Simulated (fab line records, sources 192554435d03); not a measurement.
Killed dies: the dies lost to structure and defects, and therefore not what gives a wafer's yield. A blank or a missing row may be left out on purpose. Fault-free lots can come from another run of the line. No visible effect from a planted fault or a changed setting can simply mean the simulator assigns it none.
The tool behind it: which one? | flow n5 finfet | 10 lots, 29 wafers sampled, at 5 steps of a route of 1938

== WHAT THE GAUGES READ, wafer by wafer ==
N5_BEOL_M4_RC_MEAS_101.
lot  | measured     | on        | DIBL_N (mV/V)  | DIBL_P (mV/V)  | IOFF_N (nA/um)    | IOFF_P (nA/um) | ION_N (uA/um) | ION_P (uA/um) | SS_N (mV/dec)  | SS_P (mV/dec)  | VT_N (mV)         | VT_P (mV)
L602 | day 8 17:25  | prober-02 | 36.5 34.5 34.4 | 35.3 33.6 33.3 | 0.129 0.114 0.112 | 0.19 0.18 0.17 | 654 672 666   | 452 470 462   | 71.4 71.0 70.8 | 73.9 72.9 72.3 | 254.5 254.6 254.9 | -251.4 -251.4 -253.8
L603 | day 8 19:13  | prober-01 | 34.9 35.2 36.4 | 34.6 35.3 35.9 | 0.145 0.160 0.168 | 0.22 0.22 0.22 | 661 670 669   | 457 462 460   | 71.4 71.6 72.3 | 72.4 73.1 72.6 | 249.4 245.6 247.4 | -248.6 -248.3 -250.0
L604 | day 8 19:07  | prober-02 | 38.1 39.6 39.5 | 39.4 40.4 39.7 | 0.192 0.218 0.213 | 0.26 0.27 0.27 | 696 682 705   | 475 466 478   | 71.6 72.0 71.0 | 74.1 73.4 73.7 | 247.3 244.8 247.4 | -244.9 -248.1 -247.3
L606 | day 9 22:37  | prober-02 | 40.6 39.2 41.7 | 39.6 39.2 41.4 | 0.218 0.194 0.236 | 0.27 0.25 0.30 | 676 686 678   | 465 466 467   | 72.8 72.2 72.6 | 74.5 74.2 74.4 | 248.8 246.9 246.5 | -248.0 -246.9 -246.9
L607 | day 10 05:05 | prober-01 | 34.8 37.0 38.5 | 33.1 35.7 36.5 | 0.127 0.158 0.182 | 0.15 0.19 0.20 | 676 684 675   | 453 462 454   | 70.1 71.7 71.5 | 72.5 73.2 73.5 | 249.6 250.7 249.8 | -256.0 -252.9 -251.3
L608 | day 10 07:43 | prober-02 | 37.7 36.1 38.0 | 38.7 36.5 38.1 | 0.197 0.157 0.179 | 0.25 0.22 0.23 | 671 675 665   | 459 459 453   | 72.4 71.7 72.1 | 73.5 74.0 73.7 | 246.4 251.4 249.0 | -249.8 -250.4 -251.9
L612 | day 10 21:57 | prober-01 | 35.5 37.3 35.1 | 34.8 36.5 34.4 | 0.148 0.174 0.130 | 0.20 0.22 0.19 | 677 681 656   | 465 468 456   | 71.8 71.6 71.6 | 72.5 73.5 72.4 | 250.3 250.7 255.0 | -251.6 -251.2 -252.9
L614 | day 11 06:49 | prober-01 | 35.9 34.2      | 36.1 34.0      | 0.174 0.141       | 0.21 0.17      | 683 652       | 463 451       | 71.9 71.5      | 73.4 73.0      | 245.5 252.5       | -251.0 -252.2
L615 | day 11 16:44 | prober-01 | 35.7 33.4 33.0 | 35.4 32.3 32.2 | 0.163 0.118 0.117 | 0.23 0.18 0.18 | 669 667 662   | 469 465 467   | 70.7 70.2 70.9 | 73.5 73.1 72.9 | 247.3 252.6 249.7 | -248.7 -250.8 -249.4
L624 | day 13 23:31 | prober-01 | 37.5 35.8 38.0 | 36.0 34.7 36.4 | 0.179 0.147 0.173 | 0.23 0.20 0.24 | 672 678 657   | 465 460 450   | 71.6 71.1 71.5 | 73.9 72.9 73.8 | 248.6 251.6 248.6 | -246.8 -250.3 -252.1

== WHAT TOOL EACH LOT RAN ON (gives the tool, then ch and the chambers of the sampled wafers, and finally the start) ==
lot  | N5_HKMG_FIN_W_FILL_22         | N5_GATE_CUT_ETCH_56               | N5_GATE_CUT_ETCHBACK_30           | N5_GATE_CUT_VAPOR_ETCH_60
L602 | cvd w-02 ch 0,1, day 4 15:44  | rie metal-03 ch 0,1, day 4 16:43  | rie metal-03 ch 0,1, day 4 16:48  | rie metal-03 ch 0,1, day 4 16:50
L603 | cvd w-02 ch 0,1, day 4 20:10  | rie metal-01 ch 1, day 4 21:08    | rie metal-01 ch 1, day 4 21:14    | rie metal-01 ch 1, day 4 21:16
L604 | cvd w-01 ch 0,1, day 5 02:44  | rie metal-02 ch 0, day 5 03:50    | rie metal-02 ch 0, day 5 04:01    | rie metal-02 ch 0, day 5 04:04
L606 | cvd w-02 ch 0,1, day 6 00:34  | rie metal-03 ch 0,1, day 6 01:34  | rie metal-03 ch 0,1, day 6 01:38  | rie metal-03 ch 0,1, day 6 01:40
L607 | cvd w-02 ch 0,1, day 6 02:49  | rie metal-03 ch 0,1, day 6 03:48  | rie metal-03 ch 0,1, day 6 03:53  | rie metal-03 ch 0,1, day 6 03:55
L608 | cvd w-02 ch 0,1, day 6 07:49  | rie metal-02 ch 0,1, day 6 08:47  | rie metal-02 ch 0,1, day 6 08:52  | rie metal-02 ch 0,1, day 6 08:54
L612 | cvd w-02 ch 0,1, day 7 02:28  | rie metal-02 ch 0,1, day 7 03:26  | rie metal-02 ch 0,1, day 7 03:32  | rie metal-02 ch 0,1, day 7 03:34
L614 | cvd w-01 ch 0,1, day 7 12:10  | rie metal-02 ch 0,1, day 7 13:10  | rie metal-02 ch 0,1, day 7 13:14  | rie metal-02 ch 0,1, day 7 13:16
L615 | cvd w-01 ch 0,1, day 7 21:31  | rie metal-02 ch 0,1, day 7 22:29  | rie metal-02 ch 0,1, day 7 22:35  | rie metal-02 ch 0,1, day 7 22:37
L624 | cvd w-02 ch 0,1, day 10 09:09 | rie metal-03 ch 0,1, day 10 10:08 | rie metal-03 ch 0,1, day 10 10:13 | rie metal-03 ch 0,1, day 10 10:15
- N5_HKMG_FIN_W_FILL_22: material W, target thk 60 nm, time 18.2 s.
- N5_GATE_CUT_ETCH_56: etches TiN in Cl2/Ar, target depth 21.6 nm.
- N5_GATE_CUT_ETCHBACK_30: etches TiN in Cl2/Ar, target depth 3 nm.
- N5_GATE_CUT_VAPOR_ETCH_60: etches HfO2 in BCl3/Cl2.

== AS READ BY THE TOOLS THEMSELVES (means over the sampled wafers that have a number; for cases with no such wafer, the mark the record gives instead) ==
N5_HKMG_FIN_W_FILL_22.
lot  | tool     | chamber pressure Torr (Torr) | heater power w (W) | throttle valve pct (%)
L602 | cvd w-02 | 39.37                        | 786                | 19.1
L603 | cvd w-02 | 39.32                        | 771                | 18.9
L604 | cvd w-01 | 39.44                        | 896                | 20.0
L606 | cvd w-02 | 39.36                        | 825                | 18.2
L607 | cvd w-02 | 39.37                        | 784                | 19.0
L608 | cvd w-02 | 39.32                        | 824                | 18.2
L612 | cvd w-02 | 39.47                        | 824                | 18.3
L614 | cvd w-01 | 39.45                        | 872                | 19.8
L615 | cvd w-01 | 39.42                        | 899                | 19.7
L624 | cvd w-02 | 39.33                        | 834                | 18.4

N5_GATE_CUT_ETCH_56.
lot  | tool         | drypump motor current A (A) | oes product au (a.u.) | rf fwd power W (W) | throttle valve pct (%)
L602 | rie metal-03 | 5.0                         | 0.78                  | 594.5              | 20.76
L603 | rie metal-01 | 5.8                         | 0.67                  | 594.3              | 21.02
L604 | rie metal-02 | 6.1                         | 0.75                  | 597.8              | 20.91
L606 | rie metal-03 | 5.0                         | 0.77                  | 594.8              | 20.79
L607 | rie metal-03 | 5.0                         | 0.77                  | 596.1              | 20.79
L608 | rie metal-02 | 5.8                         | 0.91                  | 596.6              | 20.84
L612 | rie metal-02 | 5.9                         | 0.83                  | 596.0              | 20.86
L614 | rie metal-02 | 5.8                         | 0.74                  | 452.2              | 20.98
L615 | rie metal-02 | 5.8                         | 0.76                  | 452.5              | 20.98
L624 | rie metal-03 | 5.1                         | 0.75                  | 596.1              | 20.80

N5_GATE_CUT_ETCHBACK_30.
lot  | tool         | drypump motor current A (A) | oes product au (a.u.) | throttle valve pct (%)
L602 | rie metal-03 | 5.1                         | 0.78                  | 20.77
L603 | rie metal-01 | 5.8                         | 0.67                  | 21.01
L604 | rie metal-02 | 6.1                         | 0.76                  | 20.91
L606 | rie metal-03 | 5.1                         | 0.77                  | 20.78
L607 | rie metal-03 | 5.1                         | 0.77                  | 20.79
L608 | rie metal-02 | 5.8                         | 0.90                  | 20.83
L612 | rie metal-02 | 5.9                         | 0.82                  | 20.87
L614 | rie metal-02 | 5.8                         | 0.85                  | 20.85
L615 | rie metal-02 | 5.8                         | 0.87                  | 20.85
L624 | rie metal-03 | 5.0                         | 0.75                  | 20.80

N5_GATE_CUT_VAPOR_ETCH_60.
lot  | tool         | drypump motor current A (A) | oes product au (a.u.)
L602 | rie metal-03 | 5.0                         | 0.79
L603 | rie metal-01 | 5.8                         | 0.66
L604 | rie metal-02 | 6.1                         | 0.77
L606 | rie metal-03 | 5.1                         | 0.78
L607 | rie metal-03 | 5.1                         | 0.78
L608 | rie metal-02 | 5.8                         | 0.91
L612 | rie metal-02 | 5.9                         | 0.81
L614 | rie metal-02 | 5.8                         | 0.86
L615 | rie metal-02 | 5.8                         | 0.88
L624 | rie metal-03 | 5.0                         | 0.76

== THE ANSWER, worked out from the rows above alone ==
Rule: what is usual is taken from the lots themselves. Put in order of their means at a reading, lots are off if they are a third of the lots or fewer, leave a main group of 4 or more, and stand apart from it by a gap of 3 or more times the standard deviation of the main group's means; of several such gaps the widest counts. The tables above print the reading to a certain number of digits; a main group whose means all agree to those digits is not used. A lot without any number at a reading at which 4 lots or more have one is off too. Where the step has rows for the other lots, those lots are counted as sound. After the gauges, taken in route order, come the tools' own readings; for these a lot's mean is taken, as printed above. The first step at which some lot is off is used, and at that step the reading that is off furthest; a lot without a number counts as furthest.
Off: L614, L615 (N5_GATE_CUT_ETCH_56, rf fwd power W). Main group: mean 595.8 W, sd 1.1.
If a tool, at that step or one of the process steps before it, ran each lot that is off and ran no sound lot following the first of them, it fits. Can't be told from this: 2 tools fit, cvd w-01 at N5_HKMG_FIN_W_FILL_22, rie metal-02 at N5_GATE_CUT_ETCH_56.

== WHAT HAD BEEN PUT IN BY THE SIMULATOR ==
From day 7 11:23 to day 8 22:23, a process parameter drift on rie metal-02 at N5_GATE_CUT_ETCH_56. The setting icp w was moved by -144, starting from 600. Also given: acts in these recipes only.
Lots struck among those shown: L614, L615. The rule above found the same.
